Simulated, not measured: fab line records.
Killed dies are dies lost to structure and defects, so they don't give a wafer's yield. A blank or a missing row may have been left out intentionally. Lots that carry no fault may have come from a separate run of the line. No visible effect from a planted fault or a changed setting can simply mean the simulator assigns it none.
Chamber matching | flow n5 finfet | 3 sister chambers for N5_BEOL_M11_PECVD_70 on pecvd-01
The step deposits SiO2 from TEOS/O2, target thk 20 nm, time 22.7 s. 3 wafers are shown with their chamber, then 7 later ones without.

== WAFERS PAIRED WITH THEIR CHAMBERS ==
wafer  | chamber | throttle valve pct (%)
L089.1 | 2       | 24.3
L092.1 | 1       | 24.3
L092.3 | 0       | 21.5

== WAFERS WITHOUT THEIR CHAMBER ==
wafer  | throttle valve pct (%)
L092.5 | 24.1
L095.2 | 24.2
L095.5 | 24.4
L095.6 | 21.3
L097.2 | 21.4
L097.4 | 21.2
L097.6 | 24.4

== EACH ONE'S CHAMBER ==
wafer  | from the rows above     | in truth
L092.5 | can't be placed: 1 or 2 | 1
L095.2 | can't be placed: 1 or 2 | 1
L095.5 | can't be placed: 1 or 2 | 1
L095.6 | 0                       | 0
L097.2 | 0                       | 0
L097.4 | 0                       | 0
L097.6 | can't be placed: 1 or 2 | 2
3 of 7 placed correctly. Not placeable from these rows: 4 (in 4, the candidates include the true chamber). Number placed wrongly: 0.
How it was worked out, from the rows above alone: a wafer's distance from a chamber is the root of the sum, over the readings, of the square of ((its reading less the chamber's mean) divided by the reading's scatter). If the next closest chamber is less than 2 further off than the closest, the wafer can't be placed; otherwise it belongs to the closest. Each chamber's mean is taken over the wafers shown for it. The scatter (one wafer shown for each chamber): square how far every hidden wafer sits from the nearest shown wafer, average those squares and take the square root.
